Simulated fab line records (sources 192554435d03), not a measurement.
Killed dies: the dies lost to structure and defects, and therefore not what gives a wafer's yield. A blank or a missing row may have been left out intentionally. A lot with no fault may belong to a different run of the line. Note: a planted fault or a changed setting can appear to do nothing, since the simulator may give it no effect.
A struck lot beside a sound one | flow n5Finfet | 17 steps out of a route of 1938
Sound: wafers L201.1, L201.4, L201.6. Struck: wafer L210.4. (L210.1, L210.5 of the same lot were not struck and are left out.) The cause comes at the end.
Per side, at each step with rows, come the tool, then ch with its chambers, and then its first start. Under that, the readings that differ: sound wafers | struck wafers | difference of the means | sigmas: that difference in standard deviations of wafers without a fault.
alike: same words and numbers on both sides, and readings whose means sit less than 2 such deviations apart. not compared: any withheld reading, any reading some wafer has no value for, any bound like >300 that may hide the same value, and any number with overlapping values for which the record gives no deviation.
A row with sigmas, a row that says differs or no value, or rows on one side alone: a step with any of these is where the two part. Numbers that have no deviation but don't overlap get no sigmas and don't part them. Lack of a reading on every wafer of one side parts them only where that side has two or more wafers.

N5_BEOL_M5_ALD_86: deposits TaN, pulse time 2 s, purge time 3 s, co reactant purge time 2 s.
  sound on aldMetal-02 ch 0,1,3, day 10 20:08; struck on aldMetal-02 ch 2, day 12 01:24
  alike: heaterPowerW
  not compared: sinceWetCleanH
then, 4 steps without rows for these wafers: N5_BEOL_M5_SURFACE_TREAT_87; N5_BEOL_M5_CVD_47 (deposits Co from CCTBA/H2, target thk 3 nm, time 216 s); N5_BEOL_M5_SPUTTER_48 (material Cu, target thk 15 nm, time 27.62 s); N5_BEOL_M5_ANNEAL_49 (time 1800 s).
N5_BEOL_M5_SPUTTER_81: material Cu, target thk 15 nm, time 27.62 s.
  struck on pvdSputter-02, day 12 03:17; sound on pvdSputter-01, day 10 21:57
  alike: throttleValvePct
N5_BEOL_M5_ANNEAL_82: time 1800 s.
  struck on pvdSputter-02, day 12 03:22; sound on pvdSputter-01, day 10 22:02
  alike: heaterPowerW
N5_BEOL_M5_SPUTTER_83: material Cu, target thk 15 nm, time 27.62 s.
  struck on pvdSputter-02, day 12 04:23; sound on pvdSputter-01, day 10 23:02
  alike: throttleValvePct
N5_BEOL_M5_ANNEAL_84: time 1800 s.
  struck on pvdSputter-02, day 12 04:28; sound on pvdSputter-01, day 10 23:07
  alike: heaterPowerW
then, 3 steps without rows for these wafers: N5_BEOL_M5_SPUTTER_88 (material Cu, target thk 15 nm, time 27.62 s); N5_BEOL_M5_ANNEAL_89 (time 1800 s); N5_BEOL_M5_SPUTTER_90 (material Cu, target thk 4.5 nm, time 8.29 s).
N5_BEOL_M5_ECD_50: material Cu, target thk 300 nm.
  sound on ecdCu-02 ch 0,1, day 11 01:20; struck on ecdCu-01 ch 1, day 12 06:40
reading                               | sound           | struck | difference | sigmas
model.Cu_of_BEOL_M5_ECD_50.thkNm (nm) | 303 301.8 299.8 | 439.4  | +137.9     | 
then, 1 step without rows for these wafers: N5_BEOL_M5_ANNEAL_51 (time 90 s).
N5_BEOL_M5_CMP_52: polishes, stops on SiCOH lowk, t overpolish 6.9 s, target thk 62 nm.
  sound on cmp-03 ch 1,2, day 11 01:46; struck on cmp-04 ch 2, day 12 07:05
reading             | sound    | struck | difference | sigmas
timeToEndpointS (s) | 60 68 67 | 90     | +25        | +7
  alike: motorCurrentA
N5_BEOL_M5_THK_MEAS_53: measures by xrf.
  struck on filmMetro-01, day 12 07:23; sound on filmMetro-02, day 11 02:01
  alike: M5_THK
N5_PASSIVATION_PROBE_49:
  rows exist in the record for the sound wafers here (prober-02, day 14 17:05), none for the struck ones

## WHERE THEY PART
Earliest at N5_BEOL_M5_CMP_52; latest, in this record, at N5_PASSIVATION_PROBE_49.

WHY: what had been put in by the simulator
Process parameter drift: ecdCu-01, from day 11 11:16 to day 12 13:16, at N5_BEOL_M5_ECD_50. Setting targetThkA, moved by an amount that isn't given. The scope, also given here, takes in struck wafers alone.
